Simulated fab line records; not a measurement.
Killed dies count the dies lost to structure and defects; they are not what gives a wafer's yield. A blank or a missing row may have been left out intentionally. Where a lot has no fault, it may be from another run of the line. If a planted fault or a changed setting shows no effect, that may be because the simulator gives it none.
Problem report, 8D (eight disciplines) form, completed by code | flow nandHarc | the parts of the form that need people (team, actions taken, sign-off) are left out

1. THE PROBLEM
Wafers without a fault read 188.47 W, standard deviation 0.14; heaterPowerTotalW at NHARC_A_BLC_SOFTBAKE_05 reads a mean of 186.81 W on 6 wafers belonging to 2 lots. Measured from the usual mean, that is -12 standard deviations.
The step: time 55 s.
The first sign was on wafer L692.1 at day 30 14:00, on lithoTrack-01. The record holds 36 wafers of 12 lots with a number at this step. Rule for "out" (also "out of limits"): further than 4 standard deviations from the usual mean. Any other wafer with a number is counted as sound.

2. WHAT IT IS, AND WHAT IT ISN'T
question                    | is                     | is not
which readings at this step | heaterPowerTotalW      | plateTempC
which lots                  | L692, L695             | L675, L676, L677, L679, L681, L682, L685, L686, L687, L689
which wafers of those lots  | all that have a number | -
read on which tools         | lithoTrack-01          | lithoTrack-04, lithoTrack-06
when                        | from day 30 14:00      | up to then (30 sound wafers)

3. SUSPECTS, AND WHAT RULES EACH OUT
Counting: any tool at a process step up to the reading is kept as a suspect provided that every lot that is out went through it and no sound lot did after the first of them.
- rieDiel-01 at NHARC_A_CONTACT_ETCH_98 (etches the open film in C4F6/O2, target depth 20 nm, time 10 s): kept. Every lot that is out went through it, starting with L692 (day 30 14:00), and after that it ran no sound lot; the last sound lot it ran before then is L686 (day 26 19:00). Because NHARC_A_CONTACT_ETCH_98 lacks a start for some lots, the hours and order of its lots are taken from NHARC_A_BLC_SOFTBAKE_05.
- lithoTrack-01 at NHARC_A_BLC_SOFTBAKE_05 (time 55 s): kept. Every lot that is out went through it, starting with L692 (day 30 14:00), and after that it ran no sound lot; the last sound lot it ran before then is L682 (day 25 11:00). Its own readings are out on those wafers: heaterPowerTotalW.
What counting leaves: rieDiel-01 at NHARC_A_CONTACT_ETCH_98 and lithoTrack-01 at NHARC_A_BLC_SOFTBAKE_05.

4. THE CAUSE (what the simulator had put in)
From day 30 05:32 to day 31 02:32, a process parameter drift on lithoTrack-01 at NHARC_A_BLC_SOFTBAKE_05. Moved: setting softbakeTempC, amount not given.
After counting, 2 suspects remain, this tool included.

5. THE EFFECT CHAIN, in route order
Each row: a reading whose mean over the struck wafers that have a number lies more than 3 standard deviations from the usual. Only readings for which the record gives a usual standard deviation are gone through. hours: the time from each lot's start at the first step in this table that gives one to its start at this step, as a median over the lots. sigmas: the change in usual standard deviations.
hours | step                    | reading           | usual    | on struck wafers | change | sigmas
0     | NHARC_A_BLC_SOFTBAKE_05 | heaterPowerTotalW | 188.47 W | 186.81           | -1.66  | -12
Process steps it contains:
- NHARC_A_BLC_SOFTBAKE_05: time 55 s.
Later measuring or inspecting steps at which every struck wafer that the step has a row for has a number for every such reading, and none has moved that far: NHARC_A_BLC_CD_MEAS_10, NHARC_END_SORT_01.

6. HOW IT WOULD HAVE BEEN CAUGHT EARLIER
In this record no reading fell out of limits until day 30 14:00, 8 hours after the fault had begun at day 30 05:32.
